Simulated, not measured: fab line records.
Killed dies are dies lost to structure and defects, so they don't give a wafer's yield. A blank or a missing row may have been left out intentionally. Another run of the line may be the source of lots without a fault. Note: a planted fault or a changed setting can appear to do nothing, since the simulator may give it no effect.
Which tool is to blame?	flow nand-harc	13 lots with 39 wafers sampled at 2 steps, on a route of 1302 steps

WHAT THE GAUGES READ, wafer by wafer
NHARC_P_ZERO_WELL_CD_MEAS_37: target cd 720 nm.
lot	measured	on	cd-nm (nm)
L506	day 2 00:07	cd-sem-02	719.7 719.0 719.3
L509	day 3 05:58	cd-sem-02	718.1 720.3 719.0
L510	day 3 16:00	cd-sem-01	716.9 718.4 719.3
L513	day 4 22:13	cd-sem-03	719.7 721.0 722.9
L514	day 5 07:58	cd-sem-02	719.6 720.1 720.0
L516	day 6 04:13	cd-sem-01	718.5 719.1 719.2
L517	day 6 14:06	cd-sem-01	719.5 721.5 721.1
L518	day 7 00:09	cd-sem-03	718.9 719.1 721.9
L519	day 7 10:09	cd-sem-02	- - -
L520	day 7 19:56	cd-sem-01	720.6 722.5 719.9
L521	day 8 06:09	cd-sem-02	718.3 716.8 717.3
L522	day 8 15:58	cd-sem-02	718.7 717.3 718.6
L529	day 11 14:13	cd-sem-03	721.1 723.3 719.0

WHICH TOOL RAN EACH LOT (tool, then ch and the chambers of the sampled wafers, then the start)
lot	NHARC_P_ZERO_WELL_EXPOSE_34
L506	krf-scanner-01 ch 0, day 1 23:58
L509	krf-scanner-01 ch 0, day 3 05:48
L510	krf-scanner-01 ch 0, day 3 15:50
L513	krf-scanner-01 ch 0, day 4 22:04
L514	krf-scanner-01 ch 0, day 5 07:49
L516	krf-scanner-01 ch 0, day 6 04:04
L517	krf-scanner-02 ch 0, day 6 13:57
L518	krf-scanner-03 ch 0, day 7 00:00
L519	krf-scanner-02 ch 0, day 7 09:59
L520	krf-scanner-02 ch 0, day 7 19:47
L521	krf-scanner-01 ch 0, day 8 05:59
L522	krf-scanner-01 ch 0, day 8 15:49
L529	krf-scanner-02 ch 0, day 11 14:04
- NHARC_P_ZERO_WELL_EXPOSE_34: exposes mask P PWELL, target cd 720 nm.

AS READ BY THE TOOLS THEMSELVES (means over the sampled wafers that have a number; for cases with no such wafer, the mark the record gives instead)
The record holds no such reading with a usual standard deviation.

THE ANSWER, worked out from the rows above alone
Rule: what is usual is taken from the lots themselves. Put in order of their means at a reading, lots are off if they are a third of the lots or fewer, leave a main group of 4 or more, and stand apart from it by a gap of 3 or more times the standard deviation of the main group's means; of several such gaps the widest counts. A main group is skipped when, at the precision printed for the reading in the tables above, its means are all equal. A lot without any number at a reading at which 4 lots or more have one is off too. The other lots that the step has rows for count as sound. Order of review: gauges by route order, followed by the tools' own readings, for which a lot's mean as printed above is used. At the first step where some lot is off, the reading lying furthest off is the one used; lots without a number count as furthest.
Off, at NHARC_P_ZERO_WELL_CD_MEAS_37 on cd-nm: L519. Without a number there: L519. Mean 719.6 nm and standard deviation 1.2 in the main group.
If a tool, at a process step before that reading, ran all the lots that are off and no sound lot after the first of them, it fits. Gauges at NHARC_P_ZERO_WELL_CD_MEAS_37: tried the same way as those tools. None of those tried fits.

WHAT HAD BEEN PUT IN BY THE SIMULATOR
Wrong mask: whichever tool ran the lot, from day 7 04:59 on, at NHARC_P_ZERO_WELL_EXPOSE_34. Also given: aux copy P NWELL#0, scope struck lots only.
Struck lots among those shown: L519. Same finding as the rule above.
